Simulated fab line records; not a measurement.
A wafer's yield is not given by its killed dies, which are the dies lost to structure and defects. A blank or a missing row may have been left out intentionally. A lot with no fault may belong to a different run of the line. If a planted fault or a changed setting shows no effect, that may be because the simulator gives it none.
Comparing a struck lot with a sound one / flow n5Finfet / 14 out of 1938 route steps
Sound: wafers L115.2, L115.4, L115.6. Wafers struck: L109.3, L109.5, L109.6. The cause comes at the end.
Per side, at each step with rows, come the tool, then ch with its chambers, and then its first start. Under that, the readings that differ: sound wafers / struck wafers / difference of the means / sigmas: that difference in standard deviations of wafers without a fault.
alike: readings with means less than 2 such deviations apart, plus words and numbers identical on both sides. not compared: withheld readings, readings lacking a value on some wafer, bounds such as >300 that could conceal the same value, and numbers that have no deviation in the record and whose values overlap.
A row with sigmas, a row that says differs or no value, or rows on one side alone: a step with any of these is where the two part. Non-overlapping numbers with no deviation appear without sigmas and do not part them. Lack of a reading on every wafer of one side parts them only where that side has two or more wafers.

first, 5 steps without rows for these wafers: N5_PASSIVATION_SOFTBAKE_25 (time 90 s); N5_PASSIVATION_EXPOSE_27 (exposes mask PAD, defocus 0 nm); N5_PASSIVATION_PEB_28; N5_PASSIVATION_DEVELOP_29 (develop time 60 s); N5_PASSIVATION_HARDBAKE_31 (time 120 s).
N5_PASSIVATION_CD_MEAS_30: the cd target is 4000 nm.
  sound on cdSem-03 ch 0, day 17 14:58; struck on cdSem-03 ch 0, day 16 10:42
  alike: cdNm
N5_PASSIVATION_OVL_MEAS_63:
  sound on overlay-01 ch 0, day 17 14:59; struck on overlay-01 ch 0, day 16 10:44
  alike: PAD_OVL
N5_PASSIVATION_INSPECT_64: inspects for defects (macro).
  struck on defectInspect-01, day 16 10:45; sound on defectInspect-01, day 17 15:01
  alike: rawDefectCount
N5_PASSIVATION_DESCUM_32: chemistry O2, time 7.9 s.
  sound on rieDiel-04 ch 0,2, day 17 15:03; struck on rieDiel-02 ch 0,2,3, day 16 10:47
  alike: drypumpMotorCurrentA, oesProductAu, rfVppV, showerheadPlenumPTorr, throttleValvePct
  not compared: rfHoursCounterH
N5_PASSIVATION_AL_ETCH_33: etches Al in Cl2/BCl3, stops on TaN, target depth 2800 nm, time 466.7 s.
  sound on rieMetal-03 ch 0, day 17 15:08; struck on rieMetal-01 ch 0,1, day 16 11:01
reading=oesProductAu (a.u.); sound=0.83 0.83 0.83; struck=0.69 0.69 0.64; difference=-0.16; sigmas=-2
reading=throttleValvePct (%); sound=33.7 33.7 33.7; struck=34.6 34.6 34.8; difference=+1.0; sigmas=+3
  alike: drypumpMotorCurrentA, mfcCl2Sccm
  not compared: rfHoursCounterH
N5_PASSIVATION_ETCH_59: etches TaN in Cl2/BCl3, target depth 65 nm, time 34.9 s.
  sound on rieMetal-03 ch 0, day 17 15:33; struck on rieMetal-01 ch 0,1, day 16 11:19
reading=oesProductAu (a.u.); sound=0.95 0.94 0.94; struck=0.75 0.75 0.70; difference=-0.21; sigmas=-3
reading=throttleValvePct (%); sound=20.66 20.68 20.67; struck=21.47 21.47 21.45; difference=+0.79; sigmas=+3
  alike: drypumpMotorCurrentA, mfcCl2Sccm
  not compared: rfHoursCounterH
N5_PASSIVATION_STRIP_34: strips in O2.
  sound on rieDiel-03 ch 0,2, day 17 15:40; struck on rieDiel-03 ch 0,1,3, day 16 11:24
reading=drypumpMotorCurrentA (A); sound=5.7 4.8 4.8; struck=6.3 6.1 5.7; difference=+0.9; sigmas=+2
reading=rfVppV (V); sound=6.4 5.2 5.1; struck=2.2 3.0 2.6; difference=-3.0; sigmas=-2
  alike: chamberPressureMTorr, oesProductAu, showerheadPlenumPTorr, throttleValvePct
  not compared: rfHoursCounterH
N5_PASSIVATION_STRIP_51: strips in post etch residue remover, time 1200 s.
  sound on wetBench-06 ch 0,1,6, day 17 15:44; struck on wetBench-05 ch 0,1,6, day 16 11:28
  no value came back on the struck wafers for bathGuardTempC (C), bathHeatDutyPct (%); on the sound wafers bathGuardTempC (C) reads 72.7 73.3 72.9
then, 1 step without rows for these wafers: N5_PASSIVATION_CLEAN_69 (cleans in IPA, time 180 s).

== WHERE THEY PART ==
Last at N5_PASSIVATION_STRIP_51 as far as this record goes, first at N5_PASSIVATION_AL_ETCH_33.

WHY: what had been put in by the simulator
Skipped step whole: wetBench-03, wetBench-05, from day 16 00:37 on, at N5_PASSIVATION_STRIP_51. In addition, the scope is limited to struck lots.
